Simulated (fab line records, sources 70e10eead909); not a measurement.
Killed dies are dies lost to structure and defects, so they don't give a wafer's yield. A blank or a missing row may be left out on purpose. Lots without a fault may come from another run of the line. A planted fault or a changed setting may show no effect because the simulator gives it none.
Which tool did it? | flow nand_harc | 13 lots, 39 wafers sampled, at 6 steps of a route of 1159

WHAT THE GAUGES READ, wafer by wafer
NHARC_P_M1_THK_MEAS_24: measures by xrf. Usual: thk_nm 157.2 nm, standard deviation 1.4.
lot  | measured     | on            | thk_nm (nm)       | flag
L422 | day 6 12:32  | film_metro-01 | 158.0 160.1 158.8 |
L423 | day 6 16:03  | film_metro-01 | 157.9 154.9 154.7 |
L424 | day 7 03:09  | film_metro-02 | 158.4 156.8 154.7 |
L428 | day 7 14:49  | film_metro-02 | 156.8 160.2 159.4 |
L429 | day 7 20:16  | film_metro-01 | 157.8 155.3 157.4 |
L431 | day 8 10:49  | film_metro-02 | 161.3 157.1 156.6 |
L432 | day 8 11:42  | film_metro-01 | 158.1 156.6 156.3 |
L433 | day 9 00:30  | film_metro-02 | 156.8 157.5 159.9 |
L436 | day 9 12:18  | film_metro-02 | 158.7 156.4 155.8 |
L435 | day 9 12:56  | film_metro-02 | 159.0 156.3 158.6 |
L438 | day 10 06:07 | film_metro-02 | 155.7 157.0 155.5 |
L444 | day 11 08:04 | film_metro-02 | 156.9 157.4 155.9 |
L445 | day 11 23:37 | film_metro-01 | 155.1 157.6 156.7 |

NHARC_P_M2_CD_MEAS_09: target cd 170 nm. Usual: cd_nm 170.0 nm, standard deviation 0.6.
lot  | measured     | on        | cd_nm (nm)                          | flag
L422 | day 6 14:28  | cd_sem-03 | 170.0 170.0 169.2                   |
L423 | day 6 17:36  | cd_sem-02 | 169.3 169.5 170.5                   |
L424 | day 7 04:43  | cd_sem-03 | 170.2 169.9 169.1                   |
L428 | day 7 16:43  | cd_sem-01 | 170.5 170.1 170.3                   |
L429 | day 7 21:59  | cd_sem-01 | 169.5 170.7 170.4                   |
L431 | day 8 12:22  | cd_sem-02 | 169.5 170.1 169.5                   |
L432 | day 8 13:16  | cd_sem-03 | 170.1 170.7 171.5                   |
L433 | day 9 02:02  | cd_sem-01 | 170.2 170.6 170.2                   |
L436 | day 9 13:52  | cd_sem-01 | 171.1 171.3 170.1                   |
L435 | day 9 14:47  | cd_sem-03 | 170.6 169.6 169.4                   |
L438 | day 10 07:41 | cd_sem-03 | 169.3 169.1 170.3                   |
L444 | day 11 09:37 | cd_sem-01 | 205.7 205.8 205.2 205.4 206.2 205.1 | OFF
L445 | day 12 01:09 | cd_sem-03 | 206.4 205.4 206.0 206.2 205.2 205.7 | OFF

NHARC_END_SORT_01. Usual: defect_limited_yield 95.2 %, standard deviation 1.6; killed_at_array 29, standard deviation 11; killed_at_other 0.6, standard deviation 0.75; killed_at_periphery 3.1, standard deviation 2.1; killed_dies 32, standard deviation 11; killed_open 3.0, standard deviation 1.8; killed_short 1.8, standard deviation 1.3; sort_bin_2_pct 1.5 %, standard deviation 0.7; sort_bin_3_pct 0.26 %, standard deviation 0.22; sort_bin_4_pct 3.0 %, standard deviation 1; sort_n_pass 645, standard deviation 11; sort_rim_yield_pct 94.9 %, standard deviation 3; sort_yield_pct 95.2 %, standard deviation 1.6.
lot  | measured     | on        | defect_limited_yield (%) | killed_at_array | killed_at_other | killed_at_periphery | killed_dies | killed_open | killed_short | sort_bin_2_pct (%) | sort_bin_3_pct (%) | sort_bin_4_pct (%) | sort_n_pass | sort_rim_yield_pct (%) | sort_yield_pct (%) | flag
L429 | day 20 18:38 | prober-01 | 96.6 94.7 94.4           | 19 34 32        | 0 0 0           | 4 2 6               | 23 36 38    | 6 4 3       | 1 1 2        | 1.6 0.9 1.3        | 0 0.44 0.59        | 1.8 4.0 3.7        | 654 641 639 | 95.3 95.3 94.3         | 96.6 94.7 94.4     |
L431 | day 21 09:47 | prober-01 | 92.9 95.1 94.5           | 45 31 37        | 0 1 0           | 3 1 0               | 48 33 37    | 2 2 2       | 2 2 1        | 1.6 1.2 1.9        | 0.59 0.30 0        | 4.9 3.4 3.5        | 629 644 640 | 90.6 93.4 93.4         | 92.9 95.1 94.5     |
L432 | day 21 18:34 | prober-02 | 96.5 96.2 96.2           | 19 22 21        | 1 0 0           | 4 4 5               | 24 26 26    | 0 1 6       | 1 2 2        | 0.9 0.7 1.0        | 0.30 0.15 0        | 2.4 3.0 2.8        | 653 651 651 | 98.1 95.3 97.2         | 96.5 96.2 96.2     |
L433 | day 21 18:31 | prober-01 | 96.0 95.1 96.0           | 27 31 26        | 0 0 1           | 0 2 0               | 27 33 27    | 1 3 0       | 1 0 1        | 0.9 1.5 1.3        | 0.15 0.15 0.15     | 3.0 3.2 2.5        | 650 644 650 | 97.2 98.1 96.2         | 96.0 95.1 96.0     |
L436 | day 22 10:50 | prober-01 | 94.5 95.1 94.2           | 33 29 35        | 3 3 2           | 1 1 2               | 37 33 39    | 2 3 5       | 3 1 1        | 1.5 1.8 1.9        | 0.44 0.30 0        | 3.5 2.8 3.8        | 640 644 638 | 88.7 93.4 92.5         | 94.5 95.1 94.2     |
L435 | day 22 21:02 | prober-01 | 95.3 95.6 96.0           | 26 24 24        | 1 2 1           | 5 4 2               | 32 30 27    | 4 6 3       | 3 2 3        | 1.6 1.9 1.5        | 0.44 0.30 0        | 2.7 2.2 2.5        | 645 647 650 | 92.5 94.3 93.4         | 95.3 95.6 96.0     |

WHICH TOOL RAN EACH LOT (tool, then ch and the chambers of the sampled wafers, then the start)
lot  | NHARC_P_M1_PRE_CLEAN_30                 | NHARC_P_M1_DEP_33               | NHARC_P_M2_PEB_07
L422 | pvd_sputter-02, day 6 12:32 or earlier  | pecvd-01 ch 0,1, day 6 12:58    | litho_track-01 ch 0, day 6 14:23
L423 | pvd_sputter-01, day 6 16:03 or earlier  | pecvd-03 ch 0,2, day 6 16:25    | litho_track-04 ch 0, day 6 17:32
L424 | pvd_sputter-02, day 7 03:09 or earlier  | pecvd-03 ch 0,1,2, day 7 03:27  | litho_track-01 ch 0, day 7 04:38
L428 | pvd_sputter-02, day 7 14:49 or earlier  | pecvd-01 ch 0, day 7 15:23      | litho_track-01 ch 0, day 7 16:38
L429 | pvd_sputter-02, day 7 20:16 or earlier  | pecvd-01 ch 0,1, day 7 20:41    | litho_track-01 ch 0, day 7 21:55
L431 | pvd_sputter-02, day 8 10:49 or earlier  | pecvd-03 ch 1,2, day 8 11:07    | litho_track-01 ch 0, day 8 12:17
L432 | pvd_sputter-02, day 8 11:42 or earlier  | pecvd-01 ch 0,1,2, day 8 12:00  | litho_track-06 ch 0, day 8 13:11
L433 | pvd_sputter-03, day 9 00:30 or earlier  | pecvd-01 ch 0,1,2, day 9 00:50  | litho_track-06 ch 0, day 9 01:57
L436 | pvd_sputter-03, day 9 12:18 or earlier  | pecvd-03 ch 0,2, day 9 12:39    | litho_track-04 ch 0, day 9 13:47
L435 | pvd_sputter-01, day 9 12:56 or earlier  | pecvd-01 ch 0,1,2, day 9 13:41  | litho_track-04 ch 0, day 9 14:43
L438 | pvd_sputter-03, day 10 06:07 or earlier | pecvd-01 ch 0,1,2, day 10 06:26 | litho_track-06 ch 0, day 10 07:37
L444 | pvd_sputter-03, day 11 08:04 or earlier | pecvd-03 ch 0,2, day 11 08:23   | litho_track-01 ch 0, day 11 09:32
L445 | pvd_sputter-01, day 11 23:37 or earlier | pecvd-01 ch 0,1,2, day 11 23:55 | litho_track-01 ch 0, day 12 01:04
- NHARC_P_M1_PRE_CLEAN_30: time 30 s.
- NHARC_P_M1_DEP_33: deposits SiCN, target thk 30 nm.
- NHARC_P_M2_PEB_07: peb time 65 s.

WHAT THE TOOLS THEMSELVES READ (means of the sampled wafers that have a number; where no wafer has one, the mark that the record gives instead)
NHARC_P_M1_PRE_CLEAN_30. Usual: heater_power_w 399 W, standard deviation 31.
lot  | tool           | heater_power_w (W) | flag
L422 | pvd_sputter-02 | 392                |
L423 | pvd_sputter-01 | 439                |
L424 | pvd_sputter-02 | 397                |
L428 | pvd_sputter-02 | 388                |
L429 | pvd_sputter-02 | 385                |
L431 | pvd_sputter-02 | 390                |
L432 | pvd_sputter-02 | 397                |
L433 | pvd_sputter-03 | 372                |
L436 | pvd_sputter-03 | 375                |
L435 | pvd_sputter-01 | 445                |
L438 | pvd_sputter-03 | 375                |
L444 | pvd_sputter-03 | 372                |
L445 | pvd_sputter-01 | 425                |

NHARC_P_M1_DEP_33. Usual: heater_power_w 605 W, standard deviation 86.
lot  | tool     | heater_power_w (W) | flag
L422 | pecvd-01 | 583                |
L423 | pecvd-03 | 605                |
L424 | pecvd-03 | 625                |
L428 | pecvd-01 | 437                |
L429 | pecvd-01 | 538                |
L431 | pecvd-03 | 667                |
L432 | pecvd-01 | 622                |
L433 | pecvd-01 | 560                |
L436 | pecvd-03 | 660                |
L435 | pecvd-01 | 577                |
L438 | pecvd-01 | 580                |
L444 | pecvd-03 | 628                |
L445 | pecvd-01 | 594                |

NHARC_P_M2_PEB_07. Usual: chill_plate_temp_C 23.00 C, standard deviation 0.11; exhaust_pa 45.0 Pa, standard deviation 0.92; heater_power_total_W 156.6 W, standard deviation 0.42; plate_temp_C 100.00 C, standard deviation 0.13.
lot  | tool           | chill_plate_temp_C (C) | exhaust_pa (Pa) | heater_power_total_W (W) | plate_temp_C (C) | flag
L422 | litho_track-01 | 22.92                  | 44.7            | 157.0                    | 100.07           |
L423 | litho_track-04 | 22.97                  | 44.9            | 157.0                    | 99.96            |
L424 | litho_track-01 | 23.03                  | 44.6            | 156.4                    | 99.88            |
L428 | litho_track-01 | 22.91                  | 44.9            | 157.1                    | 100.07           |
L429 | litho_track-01 | 22.97                  | 44.3            | 156.9                    | 100.03           |
L431 | litho_track-01 | 23.08                  | 45.6            | 156.8                    | 100.04           |
L432 | litho_track-06 | 22.91                  | 44.3            | 156.5                    | 100.12           |
L433 | litho_track-06 | 22.90                  | 45.7            | 156.4                    | 100.04           |
L436 | litho_track-04 | 23.16                  | 45.2            | 156.1                    | 99.81            |
L435 | litho_track-04 | 23.08                  | 44.8            | 156.8                    | 100.12           |
L438 | litho_track-06 | 23.14                  | 43.9            | 156.6                    | 100.13           |
L444 | litho_track-01 | 23.04                  | 43.9            | 187.4                    | 114.08           | OFF
L445 | litho_track-01 | 23.04                  | 44.1            | 187.3                    | 114.14           | OFF

THE ANSWER, worked out from the rows above alone
Rule: a lot is off if the mean of its wafers that have a number lies more than 3 standard deviations from the usual mean. A lot without any number at a reading at which 4 lots or more have one is off too. The other lots that the step has rows for count as sound. The gauges are gone through in route order, then the tools' own readings, and for those a lot's mean is taken as printed above. The first step at which some lot is off is used, and at that step the reading that is off furthest; a lot without a number counts as furthest.
Off: L444, L445, at NHARC_P_M2_CD_MEAS_09 (cd_nm).
A tool fits if, at a process step before that reading, it ran every lot that is off, and no sound lot after the first of them. The gauges at NHARC_P_M2_CD_MEAS_09 aren't tried: what is off there is off at NHARC_P_M2_PEB_07 too, on other tools, and a gauge's error can't cause that. NHARC_P_M1_PRE_CLEAN_30 gives no start for some lots, so the hours and the order of its lots are those of NHARC_P_M1_THK_MEAS_24. One fits: litho_track-01 at NHARC_P_M2_PEB_07. Its last sound lot is L431 (day 8 12:17), its first lot that is off L444 (day 11 09:32): a fault that began between those two fits.
The tool's own readings at NHARC_P_M2_PEB_07 bear it out: on the lots that are off they differ by more than 5 times the standard deviation of the sound lots' means. heater_power_total_W reads 187.4 W there against 156.7 W on the sound lots; plate_temp_C reads 114.11 C there against 100.02 C on the sound lots.

WHAT THE SIMULATOR HAD PUT IN
Process parameter drift: litho_track-01, from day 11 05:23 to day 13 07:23, at NHARC_P_M2_PEB_07. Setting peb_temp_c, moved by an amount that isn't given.
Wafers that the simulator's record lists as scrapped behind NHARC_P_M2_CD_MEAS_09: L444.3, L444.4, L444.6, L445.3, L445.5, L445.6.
Lots struck among those shown: L444, L445. The rule above found the same.
